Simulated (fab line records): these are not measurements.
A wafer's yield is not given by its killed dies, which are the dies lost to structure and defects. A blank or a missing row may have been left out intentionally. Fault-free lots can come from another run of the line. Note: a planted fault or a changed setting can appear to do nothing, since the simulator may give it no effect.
Matching of chambers + flow nandHarc + NHARC_A_STAIRCASE_CMP_450 on cmp-01 has 4 sister chambers
The step polishes SiO2, target thk 200 nm. 8 wafers are shown with their chamber, then 9 later ones without.

WAFERS, EACH WITH ITS CHAMBER
| wafer  | chamber | motorCurrentA (A) | retainingRingPressureFrac |
|--------|---------|-------------------|---------------------------|
| L077.1 | 2       | 11.7              | 1.007                     |
| L082.2 | 3       | 12.0              | 1.001                     |
| L082.3 | 1       | 12.0              | 1.001                     |
| L082.5 | 2       | 11.7              | 1.005                     |
| L085.3 | 1       | 12.1              | 0.997                     |
| L088.3 | 0       | 15.5              | 1.001                     |
| L088.5 | 3       | 11.1              | 1.001                     |
| L088.6 | 0       | 14.7              | 0.993                     |

WAFERS WHOSE CHAMBER IS MISSING
| wafer  | motorCurrentA (A) | retainingRingPressureFrac |
|--------|-------------------|---------------------------|
| L089.1 | 14.8              | 1.001                     |
| L089.3 | 12.2              | 1.007                     |
| L089.6 | 11.5              | 0.993                     |
| L091.1 | 11.4              | 1.004                     |
| L091.3 | 11.3              | 0.995                     |
| L091.4 | 14.9              | 1.001                     |
| L096.3 | 11.0              | 1.002                     |
| L096.5 | 15.7              | 1.011                     |
| L096.6 | 11.9              | 0.994                     |

WHICH CHAMBER EACH WENT THROUGH
| wafer  | from the rows above          | in truth |
|--------|------------------------------|----------|
| L089.1 | 0                            | 0        |
| L089.3 | can't be placed: 2 or 3 or 1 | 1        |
| L089.6 | can't be placed: 1 or 3 or 2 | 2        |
| L091.1 | can't be placed: 2 or 3 or 1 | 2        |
| L091.3 | can't be placed: 3 or 1 or 2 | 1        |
| L091.4 | 0                            | 0        |
| L096.3 | can't be placed: 3 or 2 or 1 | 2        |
| L096.5 | 0                            | 0        |
| L096.6 | can't be placed: 1 or 3      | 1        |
Placed correctly: 3 of 9. Cannot be placed on the basis of these rows: 6; the candidates contain the true chamber in 6. Number placed wrongly: 0.
How it was worked out, from the rows above alone: a wafer's distance from a chamber is the root of the sum, over the readings, of the square of ((its reading less the chamber's mean) divided by the reading's scatter). The wafer belongs to the nearest chamber; if the next one is less than 2 further off, it can't be placed. A chamber's mean is the mean of its shown wafers. How the scatter is found: for the shown wafers, subtract from each reading the mean of its chamber, square and add these, divide the total by (wafers less chambers), then take the root.
